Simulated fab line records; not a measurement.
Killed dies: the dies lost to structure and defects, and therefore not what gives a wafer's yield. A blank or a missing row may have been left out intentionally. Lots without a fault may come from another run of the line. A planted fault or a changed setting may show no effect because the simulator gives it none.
Which tool is to blame? :: flow n5-finfet :: 36 wafers from 12 lots sampled at 4 of the route's 1938 steps

## WHAT THE GAUGES SHOWED, per wafer
N5_HKMG_FIN_INSPECT_28: inspects for defects (darkfield).
lot: L075
measured: day 4 17:01
on: defect-inspect-01
raw-defect-count: 32 25 24

lot: L077
measured: day 5 01:10
on: defect-inspect-01
raw-defect-count: 33 72 52

lot: L079
measured: day 5 11:15
on: defect-inspect-02
raw-defect-count: 72 35 29

lot: L081
measured: day 6 02:27
on: defect-inspect-02
raw-defect-count: 31 44 23

lot: L083
measured: day 6 20:46
on: defect-inspect-02
raw-defect-count: 34 69 39

lot: L085
measured: day 7 05:25
on: defect-inspect-01
raw-defect-count: 45 25 34

lot: L087
measured: day 7 13:55
on: defect-inspect-02
raw-defect-count: 41 30 30

lot: L089
measured: day 8 00:43
on: defect-inspect-01
raw-defect-count: 38 38 36

lot: L091
measured: day 8 12:05
on: defect-inspect-01
raw-defect-count: 36 24 46

lot: L093
measured: day 9 01:51
on: defect-inspect-02
raw-defect-count: 52 53 33

lot: L095
measured: day 9 14:24
on: defect-inspect-01
raw-defect-count: 30 32 54

lot: L097
measured: day 10 03:20
on: defect-inspect-02
raw-defect-count: 7 16 28

## WHICH TOOL RAN EACH LOT (tool, then ch and the chambers of the sampled wafers, then the start)
lot: L075
N5_HKMG_FIN_ALD_91: ald-metal-04 ch 0,2,3, day 4 13:13
N5_HKMG_FIN_STRIP_88: plasma-asher-01 ch 0,1, day 4 13:53
N5_HKMG_FIN_ALD_72: cvd-w-01 ch 0,1, day 4 16:08

lot: L077
N5_HKMG_FIN_ALD_91: ald-metal-04 ch 1,2, day 4 21:38
N5_HKMG_FIN_STRIP_88: plasma-asher-02 ch 0,1, day 4 22:14
N5_HKMG_FIN_ALD_72: cvd-w-01 ch 0,1, day 5 00:16

lot: L079
N5_HKMG_FIN_ALD_91: ald-metal-04 ch 2,3, day 5 07:47
N5_HKMG_FIN_STRIP_88: plasma-asher-01 ch 0,1, day 5 08:22
N5_HKMG_FIN_ALD_72: cvd-w-02 ch 0,1, day 5 10:22

lot: L081
N5_HKMG_FIN_ALD_91: ald-metal-01 ch 0,2, day 5 23:04
N5_HKMG_FIN_STRIP_88: plasma-asher-02 ch 0,1, day 5 23:38
N5_HKMG_FIN_ALD_72: cvd-w-01 ch 0,1, day 6 01:34

lot: L083
N5_HKMG_FIN_ALD_91: ald-metal-01 ch 0,2,3, day 6 17:21
N5_HKMG_FIN_STRIP_88: plasma-asher-02 ch 0,1, day 6 17:56
N5_HKMG_FIN_ALD_72: cvd-w-02 ch 0,1, day 6 19:53

lot: L085
N5_HKMG_FIN_ALD_91: ald-metal-02 ch 0,1,3, day 7 02:01
N5_HKMG_FIN_STRIP_88: plasma-asher-01 ch 0,1, day 7 02:37
N5_HKMG_FIN_ALD_72: cvd-w-01 ch 0,1, day 7 04:32

lot: L087
N5_HKMG_FIN_ALD_91: ald-metal-01 ch 0,2,3, day 7 10:26
N5_HKMG_FIN_STRIP_88: plasma-asher-01 ch 0,1, day 7 11:05
N5_HKMG_FIN_ALD_72: cvd-w-02 ch 0,1, day 7 13:01

lot: L089
N5_HKMG_FIN_ALD_91: ald-metal-04 ch 1,3, day 7 21:16
N5_HKMG_FIN_STRIP_88: plasma-asher-01 ch 0,1, day 7 21:52
N5_HKMG_FIN_ALD_72: cvd-w-02 ch 0,1, day 7 23:50

lot: L091
N5_HKMG_FIN_ALD_91: ald-metal-04 ch 1,3, day 8 08:33
N5_HKMG_FIN_STRIP_88: plasma-asher-02 ch 0,1, day 8 09:16
N5_HKMG_FIN_ALD_72: cvd-w-01 ch 0,1, day 8 11:13

lot: L093
N5_HKMG_FIN_ALD_91: ald-metal-04 ch 0,2,3, day 8 22:27
N5_HKMG_FIN_STRIP_88: plasma-asher-01 ch 0,1, day 8 23:10
N5_HKMG_FIN_ALD_72: cvd-w-02 ch 0,1, day 9 00:59

lot: L095
N5_HKMG_FIN_ALD_91: ald-metal-01 ch 0,2,3, day 9 11:00
N5_HKMG_FIN_STRIP_88: plasma-asher-02 ch 0,1, day 9 11:35
N5_HKMG_FIN_ALD_72: cvd-w-02 ch 0,1, day 9 13:31

lot: L097
N5_HKMG_FIN_ALD_91: ald-metal-01 ch 0,2,3, day 9 23:43
N5_HKMG_FIN_STRIP_88: plasma-asher-01 ch 0,1, day 10 00:19
N5_HKMG_FIN_ALD_72: cvd-w-01 ch 0,1, day 10 02:27
- N5_HKMG_FIN_ALD_91: deposits TiN, target thk 1 nm, pulse time 1 s, purge time 3 s.
- N5_HKMG_FIN_STRIP_88: strips in N2/H2, time 360 s.
- N5_HKMG_FIN_ALD_72: deposits W, target thk 2 nm, pulse time 1 s, purge time 2 s.

## THE ANSWER, worked out from the rows above alone
Rule: what is usual is taken from the lots themselves. Put in order of their means at a reading, lots are off if they are a third of the lots or fewer, leave a main group of 4 or more, and stand apart from it by a gap of 3 or more times the standard deviation of the main group's means; of several such gaps the widest counts. The tables above print the reading to a certain number of digits; a main group whose means all agree to those digits is not used. Also off: a lot with no number at a reading for which 4 or more lots have one. The other lots that the step has rows for count as sound.
No lot is off at any reading shown: from this, nothing can be told.

## WHAT HAD BEEN PUT IN BY THE SIMULATOR
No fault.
